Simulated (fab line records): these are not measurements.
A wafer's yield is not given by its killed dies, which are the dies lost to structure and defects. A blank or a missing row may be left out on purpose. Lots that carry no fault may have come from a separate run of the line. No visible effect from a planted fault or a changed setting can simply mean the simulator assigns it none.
What tool caused it? :: flow nand harc :: 7 lots, 21 wafers sampled, at 3 steps of a route of 1302

WHAT EACH GAUGE READ, for each wafer
NHARC_A_CHANNEL_HOLE_D1_CD_MEAS_30.
lot: L652
measured: day 9 13:08
on: cd sem-02
cd nm (nm): 90.2 91.5 89.5

lot: L654
measured: day 9 19:49
on: cd sem-02
cd nm (nm): 91.6 89.1 91.1

lot: L656
measured: day 10 20:40
on: cd sem-03
cd nm (nm): 89.0 88.9 90.5

lot: L659
measured: day 12 02:25
on: cd sem-02
cd nm (nm): 89.0 88.7 87.0

lot: L661
measured: day 13 02:01
on: cd sem-03
cd nm (nm): 87.3 90.5 90.0

lot: L666
measured: day 14 17:46
on: cd sem-03
cd nm (nm): 0.0 0.9 0.4

lot: L667
measured: day 15 12:47
on: cd sem-03
cd nm (nm): 91.4 89.5 91.0

WHICH TOOL RAN EACH LOT (tool, then ch and the chambers of the sampled wafers, then the start)
lot: L652
NHARC_A_CHANNEL_HOLE_D1_DEP_01: pecvd-01 ch 0,1, day 9 01:44
NHARC_A_CHANNEL_HOLE_D1_ETCH_25: har etch-01 ch 0,1, day 9 10:31

lot: L654
NHARC_A_CHANNEL_HOLE_D1_DEP_01: pecvd-03 ch 0,1,2, day 9 12:16
NHARC_A_CHANNEL_HOLE_D1_ETCH_25: har etch-01 ch 0,1, day 9 17:29

lot: L656
NHARC_A_CHANNEL_HOLE_D1_DEP_01: pecvd-03 ch 1,2, day 10 11:22
NHARC_A_CHANNEL_HOLE_D1_ETCH_25: har etch-02 ch 0,1, day 10 18:02

lot: L659
NHARC_A_CHANNEL_HOLE_D1_DEP_01: pecvd-03 ch 0,2, day 11 16:38
NHARC_A_CHANNEL_HOLE_D1_ETCH_25: har etch-01 ch 0,1, day 11 23:48

lot: L661
NHARC_A_CHANNEL_HOLE_D1_DEP_01: pecvd-01 ch 0,1,2, day 12 13:52
NHARC_A_CHANNEL_HOLE_D1_ETCH_25: har etch-02 ch 1, day 12 23:23

lot: L666
NHARC_A_CHANNEL_HOLE_D1_DEP_01: pecvd-03 ch 0,1, day 14 09:13
NHARC_A_CHANNEL_HOLE_D1_ETCH_25: har etch-01 ch 0,1, day 14 15:35

lot: L667
NHARC_A_CHANNEL_HOLE_D1_DEP_01: pecvd-03 ch 0,1,2, day 15 01:55
NHARC_A_CHANNEL_HOLE_D1_ETCH_25: har etch-01 ch 0,1, day 15 10:19
- NHARC_A_CHANNEL_HOLE_D1_DEP_01: deposits SiON, target thk 140 nm.
- NHARC_A_CHANNEL_HOLE_D1_ETCH_25: etches the open film in C4F8/O2/Ar, time 1040.2 s, target depth 1500 nm.

THE ANSWER, worked out from the rows above alone
Rule: what is usual is taken from the lots themselves. The widest of any qualifying gaps counts: lots, ordered by their means at a reading, are off when they make up no more than a third of the lots, leave a main group of 4 or more, and stand apart from it by 3 or more times the standard deviation of that group's means. If all means in a main group match to the digits the tables above print for the reading, that group is not used. A lot without any number at a reading at which 4 lots or more have one is off too. All remaining lots with rows at the step are treated as sound.
Off at NHARC_A_CHANNEL_HOLE_D1_CD_MEAS_30 (cd nm): L666. The main group: mean 89.8 nm, standard deviation 0.87.
A tool fits if, at a process step before that reading, it ran every lot that is off, and no sound lot after the first of them. Those tools and the gauges at NHARC_A_CHANNEL_HOLE_D1_CD_MEAS_30 are tried in the same way. Of those tried, none fits.

WHAT THE SIMULATOR HAD INSERTED
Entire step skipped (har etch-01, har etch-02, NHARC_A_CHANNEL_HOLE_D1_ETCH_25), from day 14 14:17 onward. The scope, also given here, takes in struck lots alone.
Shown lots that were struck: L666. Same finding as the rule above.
